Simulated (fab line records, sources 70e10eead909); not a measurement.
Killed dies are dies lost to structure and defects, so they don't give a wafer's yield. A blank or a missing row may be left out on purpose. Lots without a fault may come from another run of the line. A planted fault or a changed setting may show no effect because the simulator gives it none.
Which tool did it? | flow nand_harc | 13 lots, 37 wafers sampled, at 5 steps of a route of 1159

WHAT THE GAUGES READ, wafer by wafer
NHARC_END_SORT_01.
lot  | measured     | on        | killed_at_array | killed_at_other | killed_at_periphery | killed_dies | killed_open | killed_short
L761 | day 22 13:22 | prober-02 | 15 12 15        | 0 4 0           | 1 4 2               | 16 20 17    | 1 3 1       | 0 1 0
L763 | day 23 08:32 | prober-01 | 46 673          | 0 0             | 0 3                 | 46 676      | 1 4         | 1 2
L764 | day 23 06:09 | prober-02 | 671 25          | 2 1             | 3 2                 | 676 28      | 1 3         | 5 1

WHICH TOOL RAN EACH LOT (tool, then ch and the chambers of the sampled wafers, then the start)
lot  | NHARC_A_STAIRCASE_ETCH_169         | NHARC_A_STAIRCASE_STRIP_171          | NHARC_A_STAIRCASE_ETCH_13                     | NHARC_A_STAIRCASE_ETCH_19
L747 | rie_diel-11 ch 0,2,3, day 11 03:14 | plasma_asher-01 ch 0,1, day 11 03:30 | rie_diel-10 ch 1,2,3, day 11 07:22 or earlier | rie_diel-10 ch 0,2,3, day 11 07:22
L749 | rie_diel-10 ch 0,1,3, day 11 03:25 | plasma_asher-01 ch 0,1, day 11 03:44 | rie_diel-11 ch 1,2,3, day 11 08:43 or earlier | rie_diel-11 ch 1,2,3, day 11 08:43
L748 | rie_diel-10 ch 0,2,3, day 11 03:34 | plasma_asher-01 ch 0,1, day 11 04:01 | rie_diel-11 ch 1,2,3, day 11 09:12 or earlier | rie_diel-11 ch 1,2,3, day 11 09:12
L751 | rie_diel-10 ch 1,2,3, day 11 09:37 | plasma_asher-01 ch 1, day 11 09:54   | rie_diel-09 ch 0,2,3, day 11 12:32 or earlier | rie_diel-09 ch 0,2, day 11 12:32
L750 | rie_diel-10 ch 1,2, day 11 19:32   | plasma_asher-02 ch 0,1, day 11 20:10 | rie_diel-11 ch 0,1,3, day 11 22:49 or earlier | rie_diel-11 ch 0,3, day 11 22:49
L753 | rie_diel-10 ch 0,2,3, day 12 06:30 | plasma_asher-02 ch 0,1, day 12 06:49 | rie_diel-09 ch 0,2,3, day 12 09:13 or earlier | rie_diel-09 ch 0,1,2, day 12 09:13
L756 | rie_diel-09 ch 0,1, day 12 23:54   | plasma_asher-01 ch 1, day 13 00:09   | rie_diel-11 ch 1,3, day 13 02:35 or earlier   | rie_diel-11 ch 0,2,3, day 13 02:35
L760 | rie_diel-09 ch 0,2,3, day 14 01:10 | plasma_asher-01 ch 0,1, day 14 01:25 | rie_diel-10 ch 1,2,3, day 14 05:52 or earlier | rie_diel-10 ch 0,1,2, day 14 05:52
L759 | rie_diel-11 ch 0,1,2, day 14 04:40 | plasma_asher-02 ch 0,1, day 14 04:53 | rie_diel-09 ch 0,1, day 14 07:30 or earlier   | rie_diel-09 ch 1,2, day 14 07:30
L761 | rie_diel-09 ch 1,2, day 14 13:35   | plasma_asher-02 ch 0,1, day 14 13:50 | rie_diel-11 ch 0,3, day 14 16:29 or earlier   | rie_diel-11 ch 0,3, day 14 16:29
L762 | rie_diel-10 ch 0,2, day 14 13:55   | plasma_asher-01 ch 0,1, day 14 14:11 | rie_diel-09 ch 2,3, day 14 16:39 or earlier   | rie_diel-09 ch 1,3, day 14 16:39
L763 | rie_diel-09 ch 0,1, day 14 18:44   | plasma_asher-01 ch 0, day 14 19:02   | rie_diel-09 ch 0,3, day 14 21:28 or earlier   | rie_diel-09 ch 2, day 14 21:28
L764 | rie_diel-10 ch 1,2, day 14 19:00   | plasma_asher-02 ch 0,1, day 14 19:13 | rie_diel-09 ch 1,2, day 14 21:39 or earlier   | rie_diel-09 ch 1,3, day 14 21:39
- NHARC_A_STAIRCASE_ETCH_169: etches the open film in CH3F/O2, target depth 50 nm, time 107.1 s.
- NHARC_A_STAIRCASE_STRIP_171: strips in O2.
- NHARC_A_STAIRCASE_ETCH_13: etches the open film in C4F8/O2, target depth 100 nm, time 40.5 s.
- NHARC_A_STAIRCASE_ETCH_19: etches the open film in C4F8/O2, target depth 100 nm, time 40.5 s.

WHAT THE TOOLS THEMSELVES READ (means of the sampled wafers that have a number; where no wafer has one, the mark that the record gives instead)
NHARC_A_STAIRCASE_ETCH_169.
lot  | tool        | drypump_motor_current_A (A) | oes_product_au (a.u.) | rf_vpp_V (V) | showerhead_plenum_p_Torr (Torr) | throttle_valve_pct (%)
L747 | rie_diel-11 | 6.0                         | 0.958                 | 246.1        | 2.61                            | 20.657
L749 | rie_diel-10 | 5.5                         | 0.969                 | 242.9        | 2.44                            | 20.663
L748 | rie_diel-10 | 5.6                         | 0.957                 | 243.8        | 2.39                            | 20.662
L751 | rie_diel-10 | 5.5                         | 0.934                 | 243.6        | 2.42                            | 20.663
L750 | rie_diel-10 | 5.2                         | 0.920                 | 245.0        | 2.45                            | 20.661
L753 | rie_diel-10 | 5.6                         | 0.952                 | 243.2        | 2.39                            | 20.661
L756 | rie_diel-09 | 5.2                         | 0.928                 | 244.3        | 2.46                            | 20.674
L760 | rie_diel-09 | 5.5                         | 0.955                 | 243.8        | 2.39                            | 20.670
L759 | rie_diel-11 | 6.1                         | 0.940                 | 245.2        | 2.54                            | 20.664
L761 | rie_diel-09 | 5.3                         | 0.952                 | 245.2        | 2.48                            | 20.654
L762 | rie_diel-10 | 5.3                         | 0.924                 | 244.3        | 2.44                            | 20.658
L763 | rie_diel-09 | 5.1                         | 0.965                 | 244.3        | 2.47                            | 20.668
L764 | rie_diel-10 | 5.2                         | 0.990                 | 244.4        | 2.46                            | 20.660

NHARC_A_STAIRCASE_STRIP_171.
lot  | tool            | drypump_motor_current_A (A) | heater_power_w (W)
L747 | plasma_asher-01 | 5.8                         | 335
L749 | plasma_asher-01 | 5.8                         | 330
L748 | plasma_asher-01 | 5.4                         | 300
L751 | plasma_asher-01 | 6.1                         | 375
L750 | plasma_asher-02 | 5.4                         | 297
L753 | plasma_asher-02 | 5.5                         | 297
L756 | plasma_asher-01 | 6.2                         | 363
L760 | plasma_asher-01 | 5.8                         | 322
L759 | plasma_asher-02 | 5.7                         | 302
L761 | plasma_asher-02 | 5.4                         | 298
L762 | plasma_asher-01 | 5.4                         | 289
L763 | plasma_asher-01 | 5.1                         | 250
L764 | plasma_asher-02 | 5.5                         | 296

NHARC_A_STAIRCASE_ETCH_13.
lot  | tool        | oes_product_au (a.u.) | rf_vpp_V (V)
L747 | rie_diel-10 | 0.937                 | 894
L749 | rie_diel-11 | 0.936                 | 898
L748 | rie_diel-11 | 0.924                 | 899
L751 | rie_diel-09 | 0.922                 | 893
L750 | rie_diel-11 | 0.926                 | 899
L753 | rie_diel-09 | 0.970                 | 892
L756 | rie_diel-11 | 0.938                 | 892
L760 | rie_diel-10 | 0.924                 | 893
L759 | rie_diel-09 | 0.936                 | 896
L761 | rie_diel-11 | 0.929                 | 904
L762 | rie_diel-09 | 0.961                 | 892
L763 | rie_diel-09 | 0.927                 | 891
L764 | rie_diel-09 | 0.946                 | 898

NHARC_A_STAIRCASE_ETCH_19.
lot  | tool        | oes_product_au (a.u.) | rf_vpp_V (V)
L747 | rie_diel-10 | 0.946                 | 892
L749 | rie_diel-11 | 0.938                 | 898
L748 | rie_diel-11 | 0.938                 | 900
L751 | rie_diel-09 | 0.938                 | 896
L750 | rie_diel-11 | 0.927                 | 904
L753 | rie_diel-09 | 0.947                 | 897
L756 | rie_diel-11 | 0.941                 | 903
L760 | rie_diel-10 | 0.954                 | 896
L759 | rie_diel-09 | 0.951                 | 897
L761 | rie_diel-11 | 0.945                 | 902
L762 | rie_diel-09 | 0.938                 | 897
L763 | rie_diel-09 | 1.040                 | 895
L764 | rie_diel-09 | 1.036                 | 894

THE ANSWER, worked out from the rows above alone
Rule: what is usual is taken from the lots themselves. Put in order of their means at a reading, lots are off if they are a third of the lots or fewer, leave a main group of 4 or more, and stand apart from it by a gap of 3 or more times the standard deviation of the main group's means; of several such gaps the widest counts. A main group whose means are all the same, to the digits that the tables above print for the reading, isn't used. A lot without any number at a reading at which 4 lots or more have one is off too. The other lots that the step has rows for count as sound. The gauges are gone through in route order, then the tools' own readings, and for those a lot's mean is taken as printed above. The first step at which some lot is off is used, and at that step the reading that is off furthest; a lot without a number counts as furthest.
Off: L763, L764, at NHARC_A_STAIRCASE_ETCH_19 (oes_product_au). The main group: mean 0.942 a.u., standard deviation 0.0072.
A tool fits if, at that step or a process step before it, it ran every lot that is off, and no sound lot after the first of them. NHARC_A_STAIRCASE_ETCH_13 gives no start for some lots, so the hours and the order of its lots are those of NHARC_A_STAIRCASE_ETCH_19. One fits: rie_diel-09 at NHARC_A_STAIRCASE_ETCH_13 and NHARC_A_STAIRCASE_ETCH_19. At NHARC_A_STAIRCASE_ETCH_13 its last sound lot is L762 (day 14 16:39), its first lot that is off L763 (day 14 21:28): a fault that began between those two fits.

WHAT THE SIMULATOR HAD PUT IN
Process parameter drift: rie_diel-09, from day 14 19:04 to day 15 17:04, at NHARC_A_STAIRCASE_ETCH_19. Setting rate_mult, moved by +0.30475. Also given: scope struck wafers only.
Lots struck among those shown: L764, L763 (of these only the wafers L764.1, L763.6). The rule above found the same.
